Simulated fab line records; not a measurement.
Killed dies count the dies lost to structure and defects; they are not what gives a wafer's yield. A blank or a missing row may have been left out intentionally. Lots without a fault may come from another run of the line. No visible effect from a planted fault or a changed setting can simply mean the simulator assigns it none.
Chamber matching :: flow n5 finfet :: N5_BEOL_M2_ETCH_77 on rie diel-05: 4 sister chambers
The step etches underlayer in N2/H2, target depth 6.5 nm, time 5.2 s. 4 wafers are shown with their chamber, then 7 later ones without.

## WAFERS WITH THEIR CHAMBER
wafer: L080.3
chamber: 3
showerhead plenum p Torr (Torr): 2.39

wafer: L091.2
chamber: 0
showerhead plenum p Torr (Torr): 2.64

wafer: L091.4
chamber: 1
showerhead plenum p Torr (Torr): 2.47

wafer: L091.5
chamber: 2
showerhead plenum p Torr (Torr): 2.70

## WAFERS MISSING THEIR CHAMBER
wafer: L091.6
showerhead plenum p Torr (Torr): 2.64

wafer: L095.1
showerhead plenum p Torr (Torr): 2.70

wafer: L095.4
showerhead plenum p Torr (Torr): 2.46

wafer: L095.6
showerhead plenum p Torr (Torr): 2.70

wafer: L096.3
showerhead plenum p Torr (Torr): 2.69

wafer: L096.5
showerhead plenum p Torr (Torr): 2.64

wafer: L096.6
showerhead plenum p Torr (Torr): 2.46

## THE CHAMBER EACH PASSED THROUGH
wafer: L091.6
from the rows above: 0
in truth: 0

wafer: L095.1
from the rows above: 2
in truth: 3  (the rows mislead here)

wafer: L095.4
from the rows above: 1
in truth: 1

wafer: L095.6
from the rows above: 2
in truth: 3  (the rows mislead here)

wafer: L096.3
from the rows above: 2
in truth: 2

wafer: L096.5
from the rows above: 0
in truth: 0

wafer: L096.6
from the rows above: 1
in truth: 1
Correctly placed: 5 of 7. From these rows, 0 cannot be placed. Number placed wrongly: 2.
How it was worked out, from the rows above alone: a wafer's distance from a chamber is the root of the sum, over the readings, of the square of ((its reading less the chamber's mean) divided by the reading's scatter). If the next closest chamber is less than 2 further off than the closest, the wafer can't be placed; otherwise it belongs to the closest. Each chamber's mean is taken over the wafers shown for it. The scatter (one wafer shown for each chamber): square how far every hidden wafer sits from the nearest shown wafer, average those squares and take the square root.
